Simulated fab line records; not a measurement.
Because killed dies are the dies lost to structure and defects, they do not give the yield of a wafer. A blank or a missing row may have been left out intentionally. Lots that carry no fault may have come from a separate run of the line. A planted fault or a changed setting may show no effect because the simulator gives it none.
fab line records	flow nand-harc
record lots=6	wafers=18	last-day=32
route steps=1302 shown A_BONDPAD@1210 HYBRID_BOND@1237 THIN_TSV@1244 END@1302
lots untouched by any fault: they come from a run of this same line in which no faults occurred
start-h: hours from the record's opening day to when the first of the lot's shown wafers began	wait-h: hours elapsed since this lot's preceding step	" repeats the value in the row above	L1.1+2: several wafers, shown together as one row	- either no value or no given start	* or withheld: withheld	< > ~ a bound
route shown NAME@n: a module of which the file shows steps, and the number in the route of the first	usual: mean and standard deviation over wafers with no fault	same: alike in all rows	chamber/n: place in a boat	sites: the reading at each site	_std_site: the standard deviation of these	_edge_site: mean of outer sites minus mean of inner sites	radius-mm: for every site, how far away it sits from the centre of the wafer	mask NAME#n: copy n	behind: the tool/chamber that last shaped the wafer	hold: reason for holding the lot/hours on hold/outcome of the hold	device: which transistor (n, p or np) failed to switch	end of line: tests run on the same wafers once the route is complete	a step with no rows: only its recipe	killed: dies lost to structure and defects at the first sort, not the wafer's yield	map: a wafer's dies, marking killed ones x, the rest . and places with no die _
set.NAME: the setting that was run; set.NAME@STEP: the one run at that earlier step	model.NAME: the simulator's own value behind a step, which no gauge read
lots at some steps of the route; a table a step, a row a wafer
services: the hour from which a tool's chamber was out of use, counted from the record's first day as start-h (under 0 if before that day), plus the number of hours and why
## steps
# step NHARC_A_BONDPAD_SOFTBAKE_04
# recipe temp-c=125	time-s=70
# step NHARC_A_BONDPAD_EBR_05
# step NHARC_A_BONDPAD_EXPOSE_06
# recipe na=0.55	dose-mj=36.99	mask-id=A_BPAD
# step NHARC_A_BONDPAD_PEB_07
# recipe peb-temp-c=128	peb-time-s=80
# step NHARC_A_BONDPAD_DEVELOP_08
# recipe time-s=50	dev-temp-c=22
# step NHARC_A_BONDPAD_CD_MEAS_09
# recipe target-cd-nm=500	landing-energy-ev=500
# usual cd-nm=500.7/2.3
lot.wafer	tool	chamber	start-h	wait-h	cd-nm
L531.4	cd-sem-03	0	653.20	-	500.2
L531.5	"	0	"	"	502.1
L531.6	"	0	"	"	497.5
L530.2	cd-sem-03	0	662.20	-	500.0
L530.5	"	0	"	"	499.9
L530.6	"	0	"	"	501.7
L534.1	cd-sem-01	0	684.34	-	501.1
L534.3	"	0	"	"	504.5
L534.6	"	0	"	"	500.6
L535.1	cd-sem-03	0	685.55	-	502.1
L535.5	"	0	"	"	499.2
L535.6	"	0	"	"	500.7
L532.1	cd-sem-01	0	694.73	-	504.4
L532.3	"	0	"	"	502.2
L532.4	"	0	"	"	505.5
L540.2	cd-sem-01	0	741.26	-	500.5
L540.3	"	0	"	"	502.7
L540.5	"	0	"	"	502.8
# step NHARC_A_BONDPAD_OVL_MEAS_35
# usual overlay-x-nm=-1/6.3	overlay-y-nm=1/6.2
lot.wafer	tool	chamber	start-h	wait-h	overlay-x-nm	overlay-y-nm
L531.4	overlay-02	-	653.28	-	8	-4
L531.5	"	-	"	"	7	-4
L531.6	"	-	"	"	7	-4
L530.2	overlay-01	-	662.28	-	-3	0
L530.5	"	-	"	"	-3	1
L530.6	"	-	"	"	-2	1
L534.1	overlay-02	-	684.43	-	-6	-1
L534.3	"	-	"	"	-6	-1
L534.6	"	-	"	"	-7	0
L535.1	overlay-02	-	685.64	-	-2	10
L535.5	"	-	"	"	-2	11
L535.6	"	-	"	"	-3	11
L532.1	overlay-01	-	694.82	-	-6	7
L532.3	"	-	"	"	-6	8
L532.4	"	-	"	"	-6	7
L540.2	overlay-01	-	741.35	-	-11	0
L540.3	"	-	"	"	-10	1
L540.5	"	-	"	"	-11	0
# step NHARC_A_BONDPAD_HARDBAKE_10
# recipe temp-c=118	time-s=65
# step NHARC_A_BONDPAD_DESCUM_11
# recipe time-s=3	o2-flow-sccm=200	ar-flow-sccm=0	bias-power-w=0	chemistry=O2
# usual drypump-motor-current-A=5.8/0.38	oes-product-au=0.999/0.013	rf-vpp-V=57.7/0.91	showerhead-plenum-p-Torr=1.90/0.089	throttle-valve-pct=11.311/0.0091
lot.wafer	tool	chamber	start-h	wait-h	drypump-motor-current-A	oes-product-au	rf-hours-counter-h	rf-vpp-V	showerhead-plenum-p-Torr	throttle-valve-pct
L531.4	rie-diel-02	3	653.42	-	6.1	1.012	2	59.6	2.03	11.296
L531.5	"	1	"	"	5.8	1.015	-	57.3	1.83	11.306
L531.6	"	2	"	"	6.0	1.013	-	56.6	1.83	11.323
L530.2	rie-diel-02	2	662.42	-	5.9	1.008	2	56.1	1.83	11.307
L530.6	"	1	"	"	5.8	1.006	-	55.9	1.83	11.300
L530.5	"	2	"	"	5.9	1.004	-	57.5	1.83	11.318
L534.3	rie-diel-02	1	684.56	-	5.8	1.002	3	57.8	1.83	11.323
L534.1	"	0	"	"	6.0	0.979	3	58.2	1.99	11.317
L534.6	"	1	"	"	5.8	1.006	-	56.8	1.83	11.304
L535.1	rie-diel-04	3	685.77	-	5.0	0.984	26	57.8	1.78	11.303
L535.6	"	2	"	"	6.4	0.995	-	58.5	1.83	11.302
L535.5	"	3	"	"	5.0	0.981	-	57.3	1.78	11.300
L532.4	rie-diel-08	3	694.94	-	5.1	1.010	52	59.2	1.93	11.322
L532.1	"	1	"	"	5.5	1.008	47	58.4	1.90	11.300
L532.3	"	2	"	"	6.3	1.009	54	56.6	1.89	11.306
L540.3	rie-diel-02	0	741.47	-	6.0	0.975	4	58.4	1.99	11.313
L540.2	"	3	"	"	6.1	0.983	4	57.4	2.03	11.301
L540.5	"	1	"	"	5.8	0.997	-	57.0	1.82	11.312
# step NHARC_A_BONDPAD_ETCH_34
# recipe target-depth-a=600	overetch-a=180	time-s=65.91	ion-energy-ev=200	n2-flow-sccm=150	h2-flow-sccm=150	ar-flow-sccm=0	rf-w=400	bias-w=150	chemistry=N2/H2
# usual drypump-motor-current-A=5.9/0.37	oes-product-au=0.998/0.013	rf-vpp-V=430.6/2.8	showerhead-plenum-p-Torr=2.04/0.099	throttle-valve-pct=14.170/0.0084
lot.wafer	tool	chamber	start-h	wait-h	drypump-motor-current-A	oes-product-au	rf-hours-counter-h	rf-vpp-V	showerhead-plenum-p-Torr	throttle-valve-pct
L531.4	rie-diel-02	3	653.49	0.1	6.1	0.990	2	435.0	2.17	14.159
L531.6	"	2	"	"	6.0	1.005	-	428.8	1.95	14.157
L531.5	"	3	"	"	6.1	1.001	-	433.9	2.17	14.200
L530.2	rie-diel-02	1	662.51	0.1	5.8	1.003	2	427.7	1.94	14.159
L530.5	"	3	"	"	6.1	0.987	-	432.9	2.17	14.168
L530.6	"	0	"	"	6.0	0.972	-	432.0	2.12	14.161
L534.3	rie-diel-02	0	684.66	0.1	6.0	0.975	3	431.2	2.12	14.162
L534.1	"	2	"	"	5.9	1.003	3	428.6	1.95	14.165
L534.6	"	0	"	"	6.0	0.979	-	433.1	2.12	14.161
L535.1	rie-diel-04	2	685.85	0.1	6.4	1.000	23	428.1	1.95	14.163
L535.6	"	1	"	"	5.5	1.000	-	431.0	2.05	14.166
L535.5	"	2	"	"	6.4	0.998	-	426.5	1.95	14.162
L532.4	rie-diel-08	1	695.03	0.1	5.5	1.006	47	431.5	2.02	14.185
L532.3	"	2	"	"	6.3	1.008	54	429.4	2.01	14.172
L532.1	"	3	"	"	5.1	0.999	52	430.1	2.06	14.180
L540.2	rie-diel-02	3	741.56	0.1	6.1	0.990	4	433.1	2.17	14.163
L540.3	"	1	"	"	5.8	0.997	4	428.0	1.94	14.171
L540.5	"	2	"	"	6.0	1.000	-	427.3	1.95	14.175
# step NHARC_A_BONDPAD_ETCH_12
# recipe target-depth-a=2200	time-s=110	chf3-flow-sccm=50	o2-flow-sccm=10	ar-flow-sccm=200	rf-w=500	bias-w=200	chemistry=CHF3/O2
# step NHARC_A_BONDPAD_CD_MEAS_13
# usual cd-nm=500.6/2.5
lot.wafer	tool	chamber	start-h	wait-h	cd-nm
L531.4	cd-sem-02	-	653.73	-	501.0
L531.5	"	-	"	"	501.2
L531.6	"	-	"	"	497.8
L530.2	cd-sem-01	-	662.73	-	500.3
L530.5	"	-	"	"	499.9
L530.6	"	-	"	"	501.5
L534.1	cd-sem-03	-	684.92	-	501.6
L534.3	"	-	"	"	504.3
L534.6	"	-	"	"	501.1
L535.1	cd-sem-03	-	686.20	-	499.8
L535.5	"	-	"	"	498.5
L535.6	"	-	"	"	502.0
L532.1	cd-sem-01	-	695.26	-	503.8
L532.3	"	-	"	"	502.5
L532.4	"	-	"	"	503.7
L540.2	cd-sem-01	-	741.79	-	500.9
L540.3	"	-	"	"	502.4
L540.5	"	-	"	"	502.9
# step NHARC_A_BONDPAD_STRIP_15
# recipe o2-flow-sccm=500	ar-flow-sccm=0	bias-w=0	chemistry=O2
# usual drypump-motor-current-A=5.9/0.32	oes-product-au=0.998/0.012	rf-vpp-V=58.0/0.81	showerhead-plenum-p-Torr=3.53/0.15	throttle-valve-pct=17.035/0.0084
lot.wafer	tool	chamber	start-h	wait-h	drypump-motor-current-A	oes-product-au	rf-hours-counter-h	rf-vpp-V	showerhead-plenum-p-Torr	throttle-valve-pct
L531.4	rie-diel-02	3	653.84	0.1	6.1	0.999	2	57.9	3.73	17.027
L531.5	"	0	"	"	6.0	0.984	-	59.3	3.66	17.027
L531.6	"	1	"	"	5.8	1.005	-	58.0	3.38	17.036
L530.2	rie-diel-02	1	662.83	0.1	5.8	1.002	2	56.8	3.38	17.028
L530.6	"	3	"	"	6.1	0.983	-	57.6	3.73	17.051
L530.5	"	0	"	"	6.0	0.985	-	57.9	3.66	17.050
L534.3	rie-diel-02	0	685.00	0.1	6.0	0.972	3	57.6	3.66	17.027
L534.1	"	1	"	"	5.8	0.996	3	58.1	3.38	17.036
L534.6	"	0	"	"	6.0	0.980	-	56.9	3.66	17.042
L535.1	rie-diel-02	0	686.29	0.1	6.0	0.971	3	57.3	3.66	17.019
L535.6	"	2	"	"	6.0	0.988	-	57.6	3.39	17.036
L535.5	"	0	"	"	6.0	0.970	-	57.9	3.66	17.035
L532.4	rie-diel-02	1	695.34	0.1	5.8	1.006	3	57.9	3.38	17.040
L532.3	"	3	"	"	6.1	1.000	3	59.2	3.73	17.018
L532.1	"	0	"	"	6.0	0.989	3	58.1	3.66	17.034
L540.2	rie-diel-04	2	741.86	0.1	6.4	1.009	1	57.8	3.39	17.029
L540.3	"	0	"	"	6.0	1.008	1	58.4	3.67	17.033
L540.5	"	2	"	"	6.4	1.005	-	57.4	3.38	17.022
# step NHARC_A_BONDPAD_ETCH_24
# recipe target-depth-a=300	over-etch-frac=0.3	time-s=72.99	ion-energy-ev=150	cf4-flow-sccm=50	n2-flow-sccm=100	ar-flow-sccm=150	rf-w=300	bias-w=100	chemistry=CF4/N2
# step NHARC_A_BONDPAD_STRIP_16
# recipe time-s=600	temp-c=30	chemistry=post-etch-residue-remover
# step NHARC_A_BONDPAD_DEGAS_25
# recipe temp-c=300	time-s=60
# step NHARC_A_BONDPAD_PRE_CLEAN_26
# recipe time-s=30	temp-c=280	gas=H2/He
# step NHARC_A_BONDPAD_PVD_17
# recipe target-thk-a=50	bias-v=168.6	power-w=15000	chamber-pressure-pa=0.12	time-s=8.06	substrate-temp-c=50	material=TaN
# step NHARC_A_BONDPAD_PVD_27
# recipe target-thk-a=300	chamber-pressure-pa=5	power-w=5000	substrate-temp-c=30	time-s=20.49	material=Cu
# step NHARC_A_BONDPAD_ECD_18
# recipe target-thk-a=4000	bath-temp-c=25	material=Cu
# step NHARC_A_BONDPAD_ANNEAL_28
# recipe temp-c=225	time-s=90
# usual wafer_temp_C_max=226.0/0.33
lot.wafer	tool	chamber	start-h	wait-h	wafer_temp_C_max
L531.4	rtp-anneal-01	0	655.24	-	226.3
L531.5	"	0	"	"	226.6
L531.6	"	0	"	"	226.6
L530.2	rtp-anneal-01	0	664.14	-	226.0
L530.5	"	0	"	"	226.2
L530.6	"	0	"	"	226.2
L534.1	rtp-anneal-01	0	686.32	-	226.0
L534.3	"	0	"	"	226.5
L534.6	"	0	"	"	226.3
L535.1	rtp-anneal-01	0	687.60	0.3	226.4
L535.5	"	0	"	"	226.2
L535.6	"	0	"	"	226.4
L532.1	rtp-anneal-02	0	696.94	-	225.6
L532.3	"	0	"	"	225.9
L532.4	"	0	"	"	225.4
L540.2	rtp-anneal-02	0	743.65	-	225.9
L540.3	"	0	"	"	225.8
L540.5	"	0	"	"	225.5
# step NHARC_A_BONDPAD_CMP_19
# recipe t-overpolish-s=30	cu-recess-touch-s=16	target-thk-nm=169.82
# step NHARC_A_BONDPAD_THK_MEAS_20
# recipe thk-meas-gauge=xrf
# usual thk-nm=169.4/1.7
lot.wafer	tool	chamber	start-h	wait-h	thk-nm
L531.4	film-metro-01	-	655.75	-	168.7
L531.5	"	-	"	"	171.0
L531.6	"	-	"	"	166.6
L530.2	film-metro-01	-	664.75	-	171.0
L530.5	"	-	"	"	168.5
L530.6	"	-	"	"	170.8
L534.1	film-metro-02	-	686.99	-	168.4
L534.3	"	-	"	"	168.4
L534.6	"	-	"	"	170.7
L535.1	film-metro-02	-	688.27	-	169.3
L535.5	"	-	"	"	169.5
L535.6	"	-	"	"	167.8
L532.1	film-metro-02	-	697.61	-	171.2
L532.3	"	-	"	"	167.8
L532.4	"	-	"	"	168.3
L540.2	film-metro-01	-	744.26	-	172.0
L540.3	"	-	"	"	172.1
L540.5	"	-	"	"	166.9
# step NHARC_A_BONDPAD_SRD_21
# recipe time-s=30	temp-c=23	dry-time-s=20	spin-rpm=1500
# step NHARC_HYBRID_BOND_ACTIVATE_00
# recipe time-s=60	n2-flow-sccm=200	ar-flow-sccm=0	bias-power-w=0	chemistry=N2
# usual drypump-motor-current-A=5.8/0.55	oes-product-au=0.997/0.015	rf-vpp-V=63.8/0.82	showerhead-plenum-p-Torr=1.72/0.062
lot.wafer	tool	chamber	start-h	wait-h	drypump-motor-current-A	oes-product-au	rf-hours-counter-h	rf-vpp-V	showerhead-plenum-p-Torr
L531.4	rie-diel-06	3	656.02	0.1	6.2	0.990	60	63.9	1.69
L531.6	"	2	"	"	6.4	1.011	-	64.7	1.88
L531.5	"	3	"	"	6.2	0.997	-	64.4	1.69
L530.2	rie-diel-07	1	665.08	0.1	5.3	1.025	1	63.3	1.70
L530.5	"	2	"	"	5.2	0.977	-	63.0	1.68
L530.6	"	3	"	"	6.2	1.020	-	63.8	1.78
L534.3	rie-diel-07	1	687.27	0.1	5.3	1.026	3	63.8	1.69
L534.1	"	3	"	"	6.2	1.007	3	64.0	1.78
L534.6	"	1	"	"	5.3	1.022	-	63.5	1.69
L535.1	rie-diel-07	0	688.56	0.1	6.6	0.986	3	63.1	1.67
L535.5	"	2	"	"	5.2	0.968	-	64.8	1.68
L535.6	"	3	"	"	6.2	1.005	-	63.0	1.78
L532.1	rie-diel-07	1	697.88	0.1	5.3	1.021	4	63.0	1.69
L532.3	"	2	"	"	5.2	0.960	4	66.0	1.68
L532.4	"	0	"	"	6.6	1.001	4	62.8	1.67
L540.2	rie-diel-07	2	744.57	0.1	5.2	0.970	6	63.3	1.68
L540.3	"	3	"	"	6.2	0.997	6	62.9	1.78
L540.5	"	2	"	"	5.3	0.967	-	62.4	1.68
# step NHARC_HYBRID_BOND_PRECLEAN_01
# recipe time-s=300	temp-c=23	chemistry=DIW
# step NHARC_HYBRID_BOND_SRD_02
# recipe time-s=30	temp-c=23	dry-time-s=20	spin-rpm=1500
# step NHARC_HYBRID_BOND_BOND_03
# recipe temp-c=25
# step NHARC_HYBRID_BOND_ANNEAL_04
# recipe temp-c=300	time-s=7200	ramp-up-c-per-min=5	ramp-down-c-per-min=3	idle-temp-c=100	pressure-atm=1
# step NHARC_HYBRID_BOND_OVL_MEAS_05
# usual overlay-x-nm=1/32	overlay-y-nm=-1/34
lot.wafer	tool	chamber	start-h	wait-h	overlay-x-nm	overlay-y-nm
L531.4	overlay-01	-	665.43	0.4	-35	-47
L531.5	"	-	"	"	18	24
L531.6	"	-	"	"	-7	-16
L530.2	overlay-02	-	674.41	0.4	-30	-23
L530.5	"	-	"	"	19	-12
L530.6	"	-	"	"	6	-27
L534.1	overlay-02	-	697.09	0.4	-42	10
L534.3	"	-	"	"	28	64
L534.6	"	-	"	"	22	-1
L535.1	overlay-01	-	697.09	0.4	-6	-5
L535.5	"	-	"	"	9	-14
L535.6	"	-	"	"	-4	23
L532.1	overlay-02	-	706.43	0.4	10	20
L532.3	"	-	"	"	-10	59
L532.4	"	-	"	"	7	-44
L540.2	overlay-02	-	753.79	0.4	1	21
L540.3	"	-	"	"	-30	-41
L540.5	"	-	"	"	5	17
# step NHARC_THIN_TSV_GRIND_00
# recipe target-thk-um=6
# step NHARC_THIN_TSV_CMP_01
# recipe target-thk-um=3
# step NHARC_THIN_TSV_THK_MEAS_02
# recipe thk-meas-gauge=ir
# usual thk-nm=3041/230
lot.wafer	tool	chamber	start-h	wait-h	thk-nm
L531.4	film-metro-01	-	667.10	-	2636
L531.5	"	-	"	"	2772
L531.6	"	-	"	"	2700
L530.2	film-metro-01	-	676.09	0.2	3002
L530.5	"	-	"	"	2771
L530.6	"	-	"	"	2863
L534.1	film-metro-02	-	698.76	-	3171
L534.3	"	-	"	"	3138
L534.6	"	-	"	"	3137
L535.1	film-metro-01	-	699.96	-	3101
L535.5	"	-	"	"	2965
L535.6	"	-	"	"	3142
L532.1	film-metro-02	-	709.33	-	3285
L532.3	"	-	"	"	3146
L532.4	"	-	"	"	3279
L540.2	film-metro-02	-	756.69	0.2	3032
L540.3	"	-	"	"	2950
L540.5	"	-	"	"	3195
# step NHARC_THIN_TSV_SRD_03
# step NHARC_THIN_TSV_PRECLEAN_41
# recipe time-s=*	temp-c=50	bath-age-min=0	chemistry=SC1
# step NHARC_THIN_TSV_SRD_42
# step NHARC_THIN_TSV_DEP_43
# recipe target-thk-a=13285	temp-c=withheld	pressure-torr=6.5	rf-w=900	teos-flow-sccm=161.4	flow-sccm=2650	target-thk-nm=1328.5	gas=O2	material=SiO2
# usual chamber-pressure-Torr=6.499/0.016	throttle-valve-pct=16.2/0.52
lot.wafer	tool	chamber	start-h	wait-h	chamber-pressure-Torr	throttle-valve-pct
L531.4	pecvd-02	0	667.46	-	6.471	16.6
L531.5	"	1	"	"	6.504	15.1
L531.6	"	2	"	"	6.544	16.5
L530.2	pecvd-04	1	676.40	-	6.483	16.7
L530.5	"	2	"	"	6.473	15.9
L530.6	"	0	"	"	6.505	16.7
L534.3	pecvd-01	2	698.99	-	6.486	16.6
L534.1	"	1	"	"	6.475	16.0
L534.6	"	1	"	"	6.512	15.9
L535.1	pecvd-02	2	700.23	-	6.498	16.7
L535.6	"	1	"	"	6.477	15.4
L535.5	"	2	"	"	6.510	16.9
L532.3	pecvd-04	1	709.55	-	6.522	16.5
L532.1	"	0	"	"	6.484	16.8
L532.4	"	1	"	"	6.473	16.3
L540.2	pecvd-01	0	756.91	-	6.509	15.8
L540.3	"	2	"	"	6.506	16.9
L540.5	"	1	"	"	6.499	16.0
# step NHARC_THIN_TSV_DEHYDRATE_04
# recipe temp-c=150	time-s=120
# step NHARC_END_SORT_01
# recipe temp-c=25
# usual defect-limited-yield=91.0/2.8	killed-at-array=56/19	killed-at-other=0.6/1	killed-at-periphery=3.9/2.7	killed-dies=61/19	killed-open=3.3/1.9	killed-short=2.4/1.7
# same gross-dies=677
lot.wafer	tool	chamber	start-h	wait-h	defect-limited-yield[%]	killed-at-array	killed-at-other	killed-at-periphery	killed-dies	killed-open	killed-short
L531.4	prober-02	0	685.65	3.5	89.5	69	0	2	71	4	2
L531.5	prober-02	0	686.47	3.8	87.1	82	1	4	87	4	9
L531.6	prober-02	0	687.29	4.1	91.9	52	0	3	55	4	2
L530.2	prober-01	0	693.00	2.8	93.2	44	0	2	46	1	1
L530.5	prober-01	0	695.41	3.7	89.8	61	2	6	69	0	2
L530.6	prober-01	0	696.21	4.0	80.6	129	1	1	131	1	4
L534.1	prober-02	0	715.41	2.5	84.2	99	0	8	107	7	2
L534.3	prober-02	0	717.02	3.1	89.1	66	0	8	74	4	3
L534.6	prober-02	0	719.42	4.0	89.4	61	1	10	72	2	2
L532.1	prober-01	0	724.99	2.5	88.5	76	1	1	78	1	5
L532.3	prober-01	0	726.58	3.1	80.9	126	0	3	129	1	4
L532.4	prober-01	0	727.37	3.4	88.8	74	1	1	76	4	1
# killed by level:class
L531.4 A_CHANNEL_HOLE_D1:chamber-film-flake=30 A_CHANNEL_HOLE_D2:chamber-film-flake=17 A_CONTACT:chamber-film-flake=10 A_STAIRCASE:chamber-film-flake=4 A_ONON_D1:geometric-particle:open=2 A_M0:chamber-film-flake=2 P_CONTACT:geometric-particle:open=1 A_DECK1_JOINT:geometric-particle:open=1
L531.5 A_CHANNEL_HOLE_D2:chamber-film-flake=29 A_CHANNEL_HOLE_D1:chamber-film-flake=28 A_WL_FILL:chamber-film-flake=5 A_CONTACT:chamber-film-flake=4 A_STAIRCASE:chamber-film-flake=3 P_CONTACT:geometric-particle:open=2 A_M0:chamber-film-flake=2 A_ONON_D2:geometric-particle:short=2
L531.6 A_CHANNEL_HOLE_D1:chamber-film-flake=27 A_CHANNEL_HOLE_D2:chamber-film-flake=10 A_STAIRCASE:chamber-film-flake=3 A_WL_FILL:chamber-film-flake=2 A_M0:chamber-film-flake=2 P_CONTACT:geometric-particle:open=1 A_CHANNEL_FILL_D1:geometric-particle:open=1 A_DECK1_JOINT:geometric-particle:short=1
L530.2 A_SLIT:chamber-film-flake=30 A_CHANNEL_HOLE_D1:chamber-film-flake=4 A_CHANNEL_FILL_D1:chamber-film-flake=3 A_CHANNEL_HOLE_D2:chamber-film-flake=2 P_STI:chamber-film-flake=2 A_CONTACT:chamber-film-flake=2 A_ONON_D1:geometric-particle:open=1 A_CHANNEL_HOLE_D2:geometric-particle:short=1
L530.5 A_SLIT:chamber-film-flake=36 A_CHANNEL_HOLE_D1:chamber-film-flake=8 A_STAIRCASE:chamber-film-flake=5 A_CHANNEL_HOLE_D2:chamber-film-flake=4 A_CONTACT:chamber-film-flake=4 P_ZERO_WELL:chamber-film-flake=2 P_CONTACT:chamber-film-flake=2 A_CHANNEL_FILL_D1:chamber-film-flake=2
L530.6 A_BONDPAD:unspecified=70 A_SLIT:chamber-film-flake=27 A_CHANNEL_HOLE_D1:chamber-film-flake=8 A_CONTACT:chamber-film-flake=8 A_STAIRCASE:chamber-film-flake=6 A_CHANNEL_HOLE_D2:chamber-film-flake=5 P_M0:geometric-particle:short=1 A_ONON_D1:geometric-particle:short=1
L534.1 A_CHANNEL_HOLE_D1:chamber-film-flake=32 A_CHANNEL_HOLE_D2:chamber-film-flake=27 A_SLIT:chamber-film-flake=25 P_M2:chamber-film-flake=3 A_WL_FILL:chamber-film-flake=3 A_CONTACT:chamber-film-flake=3 P_CONTACT:geometric-particle:open=2 A_DECK1_JOINT:chamber-film-flake=2
L534.3 A_CHANNEL_HOLE_D1:chamber-film-flake=22 A_SLIT:chamber-film-flake=21 A_CHANNEL_HOLE_D2:chamber-film-flake=8 A_STAIRCASE:chamber-film-flake=5 A_WL_FILL:chamber-film-flake=4 P_CONTACT:chamber-film-flake=3 A_CONTACT:chamber-film-flake=3 P_GATE:geometric-particle:short=1
L534.6 A_CHANNEL_HOLE_D1:chamber-film-flake=28 A_SLIT:chamber-film-flake=15 A_CHANNEL_HOLE_D2:chamber-film-flake=9 P_CONTACT:chamber-film-flake=8 A_CHANNEL_FILL_D2:chamber-film-flake=2 A_CHANNEL_FILL_D2:geometric-particle:short=1 A_SGD_CUT:geometric-particle:short=1 A_BLC:geometric-particle:open=1
L532.1 A_SLIT:chamber-film-flake=31 A_CHANNEL_HOLE_D1:chamber-film-flake=29 A_CONTACT:chamber-film-flake=6 A_ONON_D1:geometric-particle:short=3 A_WL_FILL:chamber-film-flake=3 A_ONON_D1:geometric-particle:open=1 A_CHANNEL_HOLE_D1:geometric-particle:short=1 A_ONON_D2:geometric-particle:short=1
L532.3 A_BONDPAD:unspecified=70 A_CHANNEL_HOLE_D1:chamber-film-flake=28 A_SLIT:chamber-film-flake=18 A_CONTACT:chamber-film-flake=7 P_GATE:geometric-particle:open=1 P_CONTACT:geometric-particle:short=1 P_M0:geometric-particle:short=1 A_DECK1_JOINT:geometric-particle:short=1
L532.4 A_SLIT:chamber-film-flake=31 A_CHANNEL_HOLE_D1:chamber-film-flake=30 A_STAIRCASE:chamber-film-flake=5 A_CONTACT:chamber-film-flake=3 A_M0:geometric-particle:open=2 P_GATE:geometric-particle:open=1 A_ONON_D1:geometric-particle:short=1 A_CHANNEL_FILL_D1:geometric-particle:open=1
# map L530.6 (x killed, . not)
____________.____________
_________......._________
_______........xxx_______
______...........xx______
_____.........x.xxxx_____
____............x.xxx____
____.............xx.x____
___............xx.xx.x___
___............x....x.___
__...............x..xx.__
__.................x...__
_.................xxx..._
_...............xxx....._
_...............xxxx...._
_...............xxxxx..._
_..............xxxxxxx.._
..xx...........xxxxxxx...
..............xxxxxxxx...
..x.......x..x.xxxxxxx...
.....x..x.xx...xxxxxxx...
........x.x.xx.xxxxxxx...
_.x..............xxx.x.._
_..............xx.xxx..._
_.....x...x.......x....._
_..........x..x.x.x....._
_.........x.x..........._
__.......x...x.........__
__..x...x....x.........__
___xx.................___
___x..................___
____.......x.........____
____......x....x.....____
_____..............._____
______.............______
_______......x...._______
_________x......_________
____________.____________
# map L532.3 (x killed, . not)
____________.____________
_________......._________
_______.......x.xx_______
______...........xx______
_____...........xx.x_____
____............xxxx.____
____.............xxxx____
___.x............xxxxx___
___................xx.___
__...............xxxxx.__
__.............x..xx.xx__
_................xx.xxxx_
_..................xxxx._
_................xxxx..._
_...............xxxxx..._
_...........x...xxxxxxx._
..............xxxxxxxxx..
..........x..xxxxxxxxxx..
..x.....xx.x.xx.xxxxxxx..
..........x....xxxxxxx.x.
..............xxxxxxxx...
_..............xxxxx.x.x_
_.......x.....xx.x.x...._
_................x......_
_..................x...._
_................x..x..._
__.....................__
__.....................__
___...................___
___...................___
____.................____
____.................____
_____..............._____
______.............______
_______.....x..x.._______
_________......._________
____________.____________
## services
tool	chamber	start-h	hours	kind
pecvd-04	-	631.04	13.0	pm
rie-diel-02	0	632.04	-	clean
rie-diel-02	1	632.04	-	clean
rie-diel-02	2	632.04	-	clean
rie-diel-02	3	632.04	-	clean
rie-diel-02	-	642.66	0.9	repair
rie-diel-07	-	648.20	9.0	pm
rie-diel-04	2	651.55	7.8	repair
rie-diel-02	0	656.54	-	clean
rie-diel-02	1	656.54	-	clean
rie-diel-02	2	656.54	-	clean
rie-diel-02	3	656.54	-	clean
rie-diel-06	-	661.37	9.0	pm
rie-diel-06	3	670.86	15.9	repair
pecvd-01	-	673.25	13.0	pm
rie-diel-02	0	681.04	-	clean
rie-diel-02	1	681.04	-	clean
rie-diel-02	3	684.12	3.1	repair
rie-diel-06	1	688.94	12.6	repair
rie-diel-04	-	708.90	9.0	pm
rie-diel-02	-	712.00	1.1	repair
rie-diel-08	-	721.84	9.0	pm
rtp-anneal-02	-	744.22	12.0	pm
rie-diel-02	-	751.04	9.0	pm
## key
first-sign step=NHARC_END_SORT_01	reading=killed-at-array	direction=up	sigmas=3.8	usual=56	struck=128
effect step=NHARC_END_SORT_01	reading=defect-limited-yield	direction=down	sigmas=3.7	usual=91.0	struck=80.8
more-kills-born-at NHARC_A_BONDPAD_STRIP_15@rie-diel-02=140
met-at NHARC_A_BONDPAD_STRIP_15
struck-wafers L530.6,L532.3
onset-between 653.84 662.83
fault kind=chamber-particle-source	tool=rie-diel-02	chamber=3	onset-h=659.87	steps=NHARC_A_BONDPAD_STRIP_15	rate-per-visit-cm2=0.40786	end-h=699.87
